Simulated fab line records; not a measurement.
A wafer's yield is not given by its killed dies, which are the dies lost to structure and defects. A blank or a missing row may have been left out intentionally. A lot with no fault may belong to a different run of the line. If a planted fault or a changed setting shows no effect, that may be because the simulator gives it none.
Split-lot experiment | flow n5 finfet | route with 1938 steps; 7 lots, 39 wafers read

== THE SPLIT ==
At N5_BEOL_M6_HM_DEP_02 (deposits TiN, target thk 20 nm), the setting target thk a was moved away from the recipe's 200 angstrom on 15 of the 39 wafers read, by -53.8% to +27.1%. All remaining wafers had this setting at the recipe value.

== FROM THE SPLIT TO THE READING: what the file shows between them, 4 steps ==
- N5_BEOL_M6_COAT_59: time 60 s, resist thk 100 nm
- N5_BEOL_M6_COAT_60: time 60 s, resist thk 35 nm
- N5_BEOL_M6_STRIP_68: strips in N2/H2
- N5_BEOL_M6_STRIP_67: strips in CF4

== THE READING ==
oes product au, in a.u., at N5_BEOL_M6_HM_OPEN_17 (chemistry Cl2/BCl3, target TiN, target depth 20 nm, overetch 6 nm). Typical for fault-free wafers on this fab line: 0.63 a.u., with standard deviation 0.084 a.u.

wafer  | tool, chamber at the split | target thk a as run, angstrom | against the recipe | oes product au, a.u. | against lot-mates on the recipe
L075.1 | pvd sputter-01, -          | 200                           | recipe             | 0.67                 | -
L075.2 | pvd sputter-01, -          | 200                           | recipe             | 0.55                 | -
L075.3 | pvd sputter-01, -          | 200                           | recipe             | 0.66                 | -
L075.4 | pvd sputter-01, -          | 200                           | recipe             | 0.55                 | -
L075.5 | pvd sputter-01, -          | 200                           | recipe             | 0.67                 | -
L075.6 | pvd sputter-01, -          | 200                           | recipe             | 0.55                 | -
L079.1 | pvd sputter-03, -          | 92.48                         | -53.8%             | 0.54                 | -0.25
L079.2 | pvd sputter-03, -          | 92.48                         | -53.8%             | 0.57                 | -0.22
L079.3 | pvd sputter-03, -          | 200                           | recipe             | 0.79                 | -
L079.4 | pvd sputter-03, -          | 200                           | recipe             | 0.77                 | -
L079.5 | pvd sputter-03, -          | 200                           | recipe             | 0.80                 | -
L079.6 | pvd sputter-03, -          | 92.48                         | -53.8%             | 0.55                 | -0.24
L082.1 | pvd sputter-03, -          | 200                           | recipe             | 0.67                 | -
L082.2 | pvd sputter-03, -          | 200                           | recipe             | 0.56                 | -
L082.3 | pvd sputter-03, -          | 93.63                         | -53.2%             | 0.48                 | -0.15
L082.4 | pvd sputter-03, -          | 93.63                         | -53.2%             | 0.39                 | -0.24
L082.5 | pvd sputter-03, -          | 200                           | recipe             | 0.67                 | -
L082.6 | pvd sputter-03, -          | 93.63                         | -53.2%             | 0.39                 | -0.24
L088.1 | pvd sputter-01, -          | 200                           | recipe             | 0.78                 | -
L088.2 | pvd sputter-01, -          | 200                           | recipe             | 0.77                 | -
L088.3 | pvd sputter-01, -          | 254.2                         | +27.1%             | 0.86                 | +0.08
L088.4 | pvd sputter-01, -          | 200                           | recipe             | 0.78                 | -
L088.5 | pvd sputter-01, -          | 254.2                         | +27.1%             | 0.87                 | +0.09
L088.6 | pvd sputter-01, -          | 254.2                         | +27.1%             | 0.88                 | +0.10
L092.1 | pvd sputter-02, -          | 200                           | recipe             | 0.56                 | -
L092.2 | pvd sputter-02, -          | 153.4                         | -23.3%             | 0.50                 | -0.06
L092.3 | pvd sputter-02, -          | 153.4                         | -23.3%             | 0.50                 | -0.06
L092.4 | pvd sputter-02, -          | 200                           | recipe             | 0.56                 | -
L092.5 | pvd sputter-02, -          | 200                           | recipe             | 0.57                 | -
L092.6 | pvd sputter-02, -          | 153.4                         | -23.3%             | 0.49                 | -0.07
L093.1 | pvd sputter-01, -          | 200                           | recipe             | 0.74                 | -
L093.3 | pvd sputter-01, -          | 200                           | recipe             | 0.74                 | -
L093.6 | pvd sputter-01, -          | 200                           | recipe             | 0.75                 | -
L094.1 | pvd sputter-03, -          | 246.1                         | +23.0%             | 0.72                 | +0.08
L094.2 | pvd sputter-03, -          | 200                           | recipe             | 0.65                 | -
L094.3 | pvd sputter-03, -          | 246.1                         | +23.0%             | 0.72                 | +0.08
L094.4 | pvd sputter-03, -          | 200                           | recipe             | 0.64                 | -
L094.5 | pvd sputter-03, -          | 200                           | recipe             | 0.64                 | -
L094.6 | pvd sputter-03, -          | 246.1                         | +23.0%             | 0.72                 | +0.08

FIT RESULTS
A straight line over all 39 wafers: oes product au changes by +0.00404 a.u. for each +1% of target thk a; r = +0.75; the points scatter about the line by 0.086 a.u.
The same after taking each lot's own level away (the mean of its wafers on the recipe; 39 wafers): +0.00393 a.u. for each +1%; r = +0.94; scatter 0.033 a.u.
According to that fit, moving target thk a by its largest amount changes the reading by 0.21 a.u.
From 0.563 to 0.787 a.u.: that is the span of the lots' own levels, equal to 2.7 times the standard deviation above.
So the lot-to-lot level blurs the effect unless lot-mates are compared.
Check: -0.208 a.u. against its lot-mates is what the line predicts for one of the wafers moved furthest among these (-53.8%) when that wafer is left out of the fit. Against them it came out at -0.247 a.u.

== THE OTHER SPLITS THESE WAFERS WENT THROUGH ==
Before the reading, these wafers also passed through other splits. Each is held against what the fit with the lots' levels taken away leaves over:
other split on the same wafers              | wafers away from the commonest value | r with oes product au (lot level and that fit taken away)
N5_BEOL_M0_SAQP_SPACER2_ALD_26 target thk a | 18                                   | -0.04
N5_BEOL_M1_TRENCH_ETCH_37 target depth a    | 18                                   | -0.02
N5_BEOL_M3_ILD_DEP_00 time s                | 12                                   | -0.18

== THE WHOLE CHAIN: every reading that the file lists as answering this split, in the file's order ==
step                  | what it does                                                      | reading                                                                          | change (the file's fit)                   | r (the file's)
N5_BEOL_M6_HM_DEP_02  | deposits TiN, target thk 20 nm                                    | TiN_of_BEOL_M6_HM_DEP_02.thk nm (the simulator's own value, which no gauge read) | +0.197 nm for each +1% of the setting     | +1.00
N5_BEOL_M6_HM_OPEN_17 | chemistry Cl2/BCl3, target TiN, target depth 20 nm, overetch 6 nm | oes product au                                                                   | +0.00396 a.u. for each +1% of the setting | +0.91
N5_BEOL_M6_HM_OPEN_17 | chemistry Cl2/BCl3, target TiN, target depth 20 nm, overetch 6 nm | etch.depth nm (the simulator's own value, which no gauge read)                   | +0.198 nm for each +1% of the setting     | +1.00

== FILE'S OWN FIT ==
oes product au changes by +0.00396 a.u. for each +1% of target thk a, r = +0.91.
